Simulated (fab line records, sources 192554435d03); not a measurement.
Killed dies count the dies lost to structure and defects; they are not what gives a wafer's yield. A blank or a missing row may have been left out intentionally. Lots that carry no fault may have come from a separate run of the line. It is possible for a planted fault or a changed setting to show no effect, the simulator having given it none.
One fault seen from 3 desks	flow n5_finfet	only its own numbers are on each desk; what lay behind them is given at the end

METROLOGY DESK
Means of the sampled wafers that have a number, per lot and without regard to the tool the lot ran on: this is what the gauges read. The brackets show how far a lot's mean lies from the usual mean; more than 4 standard deviations puts the lot out of limits, marked OUT. Shown here are 7 of its 12 readings, the ones lying furthest out on some lot.
Columns: A = cd_nm at N5_BEOL_M1_CD_MEAS_28, usual 23.99 nm; B = DIBL_N at N5_BEOL_M4_RC_MEAS_101, usual 36.4 mV/V; C = DIBL_P at N5_BEOL_M4_RC_MEAS_101, usual 36.3 mV/V; D = IOFF_N at N5_BEOL_M4_RC_MEAS_101, usual 0.163 nA/um; E = ION_N at N5_BEOL_M4_RC_MEAS_101, usual 673 uA/um; F = VT_N at N5_BEOL_M4_RC_MEAS_101, usual 249.4 mV; G = VT_P at N5_BEOL_M4_RC_MEAS_101, usual -250 mV
lot	first seen here	A	B	C	D	E	F	G
L178	day 6 11:55	23.93	36.7	37.4	0.165	668	249.1	-248
L179	day 6 20:02	24.03	36.7	37.3	0.174	675	247.0	-252
L186	day 8 13:22	23.99	37.3	37.9	0.198	689	245.1	-249
L196	day 10 23:02	23.97	38.6	38.3	0.187	683	248.4	-246
L198	day 11 15:53	23.53	36.1	32.5	0.146	669	250.6	-255
Result from this desk: across the 5 lots, nothing is out of limits.

AT THE TOOL OWNER'S DESK: rie_diel-01
The tool's own readings at N5_BEOL_M1_DESCUM_33 (chemistry O2, time 7 s): means of the sampled wafers that have a number, for each lot that ran on this tool. The brackets show how far a lot's mean lies from the usual mean; more than 4 standard deviations puts the lot out of limits, marked OUT.
Columns: A = drypump_motor_current_A at N5_BEOL_M1_DESCUM_33, usual 5.9 A; B = oes_product_au at N5_BEOL_M1_DESCUM_33, usual 0.77 a.u.; C = rf_vpp_V at N5_BEOL_M1_DESCUM_33, usual 243.5 V; D = showerhead_plenum_p_Torr at N5_BEOL_M1_DESCUM_33, usual 2.11 Torr; E = throttle_valve_pct at N5_BEOL_M1_DESCUM_33, usual 20.46 %
lot	first seen here	A	B	C	D	E
L179	day 6 20:11	5.9	0.68	244.1	2.13	20.47
L186	day 8 13:31	6.0	0.71	243.3	2.08	20.47
Result from this desk: across the 2 lots, nothing is out of limits.

THE DEFECT DESK
Counts from the inspections along the route, per lot, as means over the sampled wafers that have a number. The brackets show how far a lot's mean lies from the usual mean; more than 4 standard deviations puts the lot out of limits, marked OUT.
Columns: A = raw_defect_count at N5_BEOL_M1_INSPECT_30, usual 403
lot	first seen here	A
L178	day 6 12:01	438
L179	day 6 20:08	356
L186	day 8 13:27	357
L196	day 10 23:07	354
L198	day 11 15:59	385
Result from this desk: across the 5 lots, nothing is out of limits.

BROUGHT TOGETHER
From the metrology desk's view, nothing was out of limits.
Nothing out of limits was seen by the tool owner's desk.
The defect desk saw nothing out of limits.

WHAT THE SIMULATOR PUT IN
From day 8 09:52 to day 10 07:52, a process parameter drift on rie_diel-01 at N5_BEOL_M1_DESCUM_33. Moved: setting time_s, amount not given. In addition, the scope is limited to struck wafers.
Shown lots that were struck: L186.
